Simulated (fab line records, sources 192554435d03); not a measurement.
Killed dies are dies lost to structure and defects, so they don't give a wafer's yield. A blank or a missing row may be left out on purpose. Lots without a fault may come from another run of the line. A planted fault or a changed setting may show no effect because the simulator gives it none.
One fault seen from 2 desks | flow n5_finfet | each desk has only its own numbers; what lay behind them comes last

THE TOOL OWNER'S DESK: rie_metal-01
The tool's own readings at N5_BEOL_M4_HM_OPEN_17 (chemistry Cl2/BCl3, target TiN, target depth 20 nm, overetch 6 nm): means of the sampled wafers that have a number, for each lot that ran on this tool. A lot is out of limits, marked OUT, if its mean lies more than 4 standard deviations from the usual mean; the brackets give that distance.
Columns: A = chamber_pressure_mTorr at N5_BEOL_M4_HM_OPEN_17, usual 9.999 mTorr; B = drypump_motor_current_A at N5_BEOL_M4_HM_OPEN_17, usual 5.58 A; C = oes_product_au at N5_BEOL_M4_HM_OPEN_17, usual 0.67 a.u.; D = throttle_valve_pct at N5_BEOL_M4_HM_OPEN_17, usual 22.16 %
lot  | first seen here | A      | B    | C    | D
L570 | day 8 16:19     | 9.995  | 5.68 | 0.72 | 21.96
L577 | day 10 07:07    | 10.002 | 5.70 | 0.70 | 21.96
L578 | day 10 15:41    | 10.000 | 5.67 | 0.71 | 21.96
L579 | day 10 20:57    | 9.998  | 5.65 | 0.70 | 21.97
This desk's finding: nothing out of limits on any of the 4 lots.

THE METROLOGY DESK
What the gauges read, lot by lot, whatever tool the lot ran on: means of the sampled wafers that have a number. A lot is out of limits, marked OUT, if its mean lies more than 4 standard deviations from the usual mean; the brackets give that distance. Of its 10 readings 7 are shown: those that lie furthest out on some lot.
Columns: A = DIBL_N at N5_BEOL_M4_RC_MEAS_101, usual 36.0 mV/V; B = DIBL_P at N5_BEOL_M4_RC_MEAS_101, usual 36.7 mV/V; C = ION_P at N5_BEOL_M4_RC_MEAS_101, usual 461 uA/um; D = SS_N at N5_BEOL_M4_RC_MEAS_101, usual 71.5 mV/dec; E = SS_P at N5_BEOL_M4_RC_MEAS_101, usual 73.4 mV/dec; F = VT_N at N5_BEOL_M4_RC_MEAS_101, usual 250 mV; G = VT_P at N5_BEOL_M4_RC_MEAS_101, usual -251 mV
lot  | first seen here | A    | B    | C   | D    | E    | F   | G
L570 | day 9 00:50     | 37.3 | 38.2 | 463 | 71.5 | 73.1 | 249 | -248
L577 | day 10 21:06    | 35.0 | 32.5 | 471 | 71.1 | 72.5 | 251 | -248
L578 | day 10 23:34    | 37.8 | 36.5 | 452 | 72.1 | 73.4 | 252 | -253
L579 | day 11 03:21    | 36.9 | 36.7 | 465 | 71.5 | 73.6 | 250 | -247
L586 | day 13 17:08    | 36.6 | 37.4 | 468 | 72.5 | 73.5 | 247 | -248
This desk's finding: nothing out of limits on any of the 5 lots.

PUT TOGETHER
The tool owner's desk saw nothing out of limits.
The metrology desk saw nothing out of limits.

WHAT THE SIMULATOR HAD PUT IN
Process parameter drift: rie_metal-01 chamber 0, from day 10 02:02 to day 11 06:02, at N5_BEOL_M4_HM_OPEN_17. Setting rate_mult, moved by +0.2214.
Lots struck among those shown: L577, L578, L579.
